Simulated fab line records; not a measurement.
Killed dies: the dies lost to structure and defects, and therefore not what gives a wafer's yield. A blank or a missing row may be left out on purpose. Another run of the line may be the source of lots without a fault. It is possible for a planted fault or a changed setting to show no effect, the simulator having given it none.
Chamber matching :: flow n5_finfet :: N5_FIN_SAQP_HM_DEP_72 on pecvd-03 has 3 sister chambers
The step deposits SiO2 from SiH4/N2O, target thk 12 nm, time 7.2 s. 18 wafers are shown with their chamber, then 9 later ones without.

== WAFERS WITH THEIR CHAMBER ==
wafer: L074.4
chamber: 1
showerhead_plenum_p_Torr (Torr): 8.16
heater_power_w (W): 808

wafer: L074.5
chamber: 2
showerhead_plenum_p_Torr (Torr): 8.27
heater_power_w (W): 796

wafer: L074.6
chamber: 0
showerhead_plenum_p_Torr (Torr): 8.17
heater_power_w (W): 962

wafer: L076.2
chamber: 0
showerhead_plenum_p_Torr (Torr): 8.18
heater_power_w (W): 931

wafer: L076.4
chamber: 0
showerhead_plenum_p_Torr (Torr): 8.18
heater_power_w (W): 926

wafer: L076.5
chamber: 1
showerhead_plenum_p_Torr (Torr): 8.12
heater_power_w (W): 865

wafer: L082.1
chamber: 0
showerhead_plenum_p_Torr (Torr): 8.18
heater_power_w (W): 906

wafer: L082.4
chamber: 0
showerhead_plenum_p_Torr (Torr): 8.17
heater_power_w (W): 761

wafer: L082.5
chamber: 1
showerhead_plenum_p_Torr (Torr): 8.14
heater_power_w (W): 717

wafer: L084.1
chamber: 2
showerhead_plenum_p_Torr (Torr): 8.24
heater_power_w (W): 791

wafer: L084.2
chamber: 1
showerhead_plenum_p_Torr (Torr): 8.13
heater_power_w (W): 843

wafer: L084.6
chamber: 1
showerhead_plenum_p_Torr (Torr): 8.15
heater_power_w (W): 813

wafer: L085.3
chamber: 1
showerhead_plenum_p_Torr (Torr): 8.14
heater_power_w (W): 815

wafer: L085.4
chamber: 2
showerhead_plenum_p_Torr (Torr): 8.24
heater_power_w (W): 786

wafer: L085.5
chamber: 2
showerhead_plenum_p_Torr (Torr): 8.23
heater_power_w (W): 783

wafer: L087.1
chamber: 2
showerhead_plenum_p_Torr (Torr): 8.22
heater_power_w (W): 771

wafer: L087.2
chamber: 1
showerhead_plenum_p_Torr (Torr): 8.14
heater_power_w (W): 828

wafer: L087.3
chamber: 2
showerhead_plenum_p_Torr (Torr): 8.25
heater_power_w (W): 782

SIGNATURES, as means of the wafers listed above
reading: showerhead_plenum_p_Torr
chamber 0: 8.1760
chamber 1: 8.1400
chamber 2: 8.2417
scatter within a chamber: 0.0132

reading: heater_power_w
chamber 0: 897.20
chamber 1: 812.71
chamber 2: 784.83
scatter within a chamber: 50.5
Rule: for a wafer and a chamber, the distance is found by dividing, reading by reading, the gap between the wafer's reading and the chamber's mean by the reading's scatter, squaring, summing and taking the root. If the next closest chamber is less than 2 further off than the closest, the wafer can't be placed; otherwise it belongs to the closest. How the scatter is found: for the shown wafers, subtract from each reading the mean of its chamber, square and add these, divide the total by (wafers less chambers), then take the root.

== WAFERS MISSING THEIR CHAMBER ==
wafer: L090.3
showerhead_plenum_p_Torr (Torr): 8.25
heater_power_w (W): 743

wafer: L090.5
showerhead_plenum_p_Torr (Torr): 8.13
heater_power_w (W): 738

wafer: L090.6
showerhead_plenum_p_Torr (Torr): 8.26
heater_power_w (W): 739

wafer: L092.2
showerhead_plenum_p_Torr (Torr): 8.14
heater_power_w (W): 800

wafer: L092.4
showerhead_plenum_p_Torr (Torr): 8.25
heater_power_w (W): 797

wafer: L092.6
showerhead_plenum_p_Torr (Torr): 8.17
heater_power_w (W): 914

wafer: L096.1
showerhead_plenum_p_Torr (Torr): 8.18
heater_power_w (W): 873

wafer: L096.2
showerhead_plenum_p_Torr (Torr): 8.13
heater_power_w (W): 789

wafer: L096.5
showerhead_plenum_p_Torr (Torr): 8.23
heater_power_w (W): 772

== WHICH CHAMBER EACH WENT THROUGH ==
wafer: L090.3
from the rows above: 2
in truth: 2

wafer: L090.5
from the rows above: 1
in truth: 1

wafer: L090.6
from the rows above: 2
in truth: 2

wafer: L092.2
from the rows above: 1
in truth: 1

wafer: L092.4
from the rows above: 2
in truth: 2

wafer: L092.6
from the rows above: 0
in truth: 0

wafer: L096.1
from the rows above: 0
in truth: 0

wafer: L096.2
from the rows above: 1
in truth: 1

wafer: L096.5
from the rows above: 2
in truth: 2
Correctly placed: 9 of 9. Not placeable from these rows: 0. 0 placed wrongly.
